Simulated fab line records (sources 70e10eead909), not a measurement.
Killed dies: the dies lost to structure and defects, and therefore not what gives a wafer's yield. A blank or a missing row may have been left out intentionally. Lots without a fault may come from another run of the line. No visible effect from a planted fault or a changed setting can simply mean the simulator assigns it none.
Chamber matching | flow nand-harc | NHARC_P_GATE_STRIP_108 on rie-diel-03: 4 sister chambers
The step strips in O2. 4 wafers are shown with their chamber, then 7 later ones without.

WAFERS PAIRED WITH THEIR CHAMBERS
wafer  | chamber | drypump-motor-current-A (A)
L635.1 | 2       | 5.6
L635.2 | 3       | 5.3
L637.1 | 0       | 6.5
L637.2 | 1       | 6.0

WAFERS WITH NO CHAMBER GIVEN
wafer  | drypump-motor-current-A (A)
L637.4 | 5.6
L642.2 | 5.2
L642.5 | 6.0
L642.6 | 5.6
L650.1 | 5.6
L650.3 | 6.0
L650.6 | 5.3

EACH ONE'S CHAMBER
wafer  | from the rows above | in truth
L637.4 | 2                   | 2
L642.2 | 3                   | 3
L642.5 | 1                   | 1
L642.6 | 2                   | 2
L650.1 | 2                   | 2
L650.3 | 1                   | 1
L650.6 | 3                   | 3
Correctly placed: 7 of 7. From these rows, 0 cannot be placed. 0 placed wrongly.
How it was worked out, from the rows above alone: a wafer's distance from a chamber is the root of the sum, over the readings, of the square of ((its reading less the chamber's mean) divided by the reading's scatter). The wafer belongs to the nearest chamber; if the next one is less than 2 further off, it can't be placed. The mean given for a chamber averages the wafers shown for that chamber. The scatter: root of mean squared gap, hidden wafer to nearest shown wafer, with one shown wafer a chamber.
